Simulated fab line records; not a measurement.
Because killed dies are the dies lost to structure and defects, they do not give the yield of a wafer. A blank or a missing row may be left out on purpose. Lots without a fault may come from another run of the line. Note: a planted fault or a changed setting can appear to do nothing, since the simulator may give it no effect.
Lot-split experiment -- flow n5 finfet -- 7 lots, 21 wafers read, on a route of 1938 steps

== THE SPLIT ==
At N5_BEOL_M15_PEB_26 (peb time 90 s), the setting peb time s was moved away from the recipe's 90 s on 7 of the 21 wafers read, by -10.1% to +20.3%. This setting was run at the recipe's value on the other wafers.

== FROM THE SPLIT TO THE READING: what the file shows between them, 2 steps ==
- N5_BEOL_M15_DEVELOP_27: develop time 45 s
- N5_BEOL_M15_HARDBAKE_32: time 120 s

== THE READING ==
At N5_BEOL_M15_CD_MEAS_28: cd nm in nanometres, against a target cd of 407.6 nm. A value of 408.1 nm with a standard deviation of 1.8 nm is what fault-free wafers of this fab line usually give.

wafer,"tool, chamber at the split","peb time s as run, s",against the recipe,"cd nm, nm",against lot-mates on the recipe
L079.2,"litho track-02, 0",90,recipe,407.3,-
L079.4,"litho track-02, 0",90,recipe,407.9,-
L079.5,"litho track-02, 0",90,recipe,407.1,-
L082.1,"litho track-02, 0",90,recipe,407.7,-
L082.2,"litho track-02, 0",90,recipe,409.9,-
L082.6,"litho track-02, 0",90,recipe,408.2,-
L084.2,"litho track-02, 0",90,recipe,407.1,-
L084.4,"litho track-02, 0",90,recipe,407.6,-
L084.6,"litho track-02, 0",108.3,+20.3%,414.9,+7.5
L086.3,"litho track-01, 0",90,recipe,406.2,-
L086.5,"litho track-01, 0",90,recipe,410.2,-
L086.6,"litho track-01, 0",106.6,+18.4%,414.7,+6.5
L087.1,"litho track-02, 0",108.1,+20.1%,414.8,+5.6
L087.2,"litho track-02, 0",90,recipe,409.2,-
L087.5,"litho track-02, 0",108.1,+20.1%,414.4,+5.2
L088.1,"litho track-01, 0",80.9,-10.1%,405.7,-1.3
L088.3,"litho track-01, 0",90,recipe,408.4,-
L088.5,"litho track-01, 0",90,recipe,405.7,-
L091.2,"litho track-03, 0",106.4,+18.2%,413.9,+6.2
L091.5,"litho track-03, 0",90,recipe,407.7,-
L091.6,"litho track-03, 0",106.4,+18.2%,413.3,+5.6

FIT RESULTS
A straight line over all 21 wafers: cd nm changes by +0.326 nm for each +1% of peb time s; r = +0.94; the points scatter about the line by 1.1 nm.
The same after taking each lot's own level away (the mean of its wafers on the recipe; 21 wafers): +0.301 nm for each +1%; r = +0.94; scatter 1.1 nm.
According to that fit, moving peb time s by its largest amount changes the reading by 6.1 nm.
From 407.05 to 409.20 nm: that is the span of the lots' own levels, equal to 1.2 times the standard deviation above.
Hence the lot-to-lot level has little effect on the slope; both slopes agree.
Check: with one of the wafers moved furthest among these (+20.3%) left out of the fit, the line predicts +6.02 nm for it against its lot-mates. It came out at +7.55 nm against them.

== ADDITIONAL SPLITS CARRIED BY THESE WAFERS ==
Note: prior to the reading, these wafers also went through further splits. Each is held against what the fit with the lots' levels taken away leaves over:
other split on the same wafers,wafers away from the commonest value,r with cd nm (lot level and that fit taken away)
N5_BEOL_M14_EXPOSE_25 dose mj,8,+0.11

== THE WHOLE CHAIN: every reading that the file lists as answering this split, in the file's order ==
step,what it does,reading,change (the file's fit),r (the file's)
N5_BEOL_M15_CD_MEAS_28,target cd 407.6 nm,cd nm,+0.316 nm for each +1% of the setting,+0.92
N5_BEOL_M15_DESCUM_33,"chemistry O2, time 7.9 s","BEOL_M15.cd nm (the simulator's own value, which no gauge read)",+0.315 nm for each +1% of the setting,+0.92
N5_BEOL_M15_ETCH_61,"etches BARC in N2/H2, target depth 89 nm, overetch 26.7 nm, time 67.9 s","BEOL_M15.cd nm (the simulator's own value, which no gauge read)",+0.284 nm for each +1% of the setting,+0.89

== FILE'S OWN FIT ==
cd nm changes by +0.316 nm for each +1% of peb time s, r = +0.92.
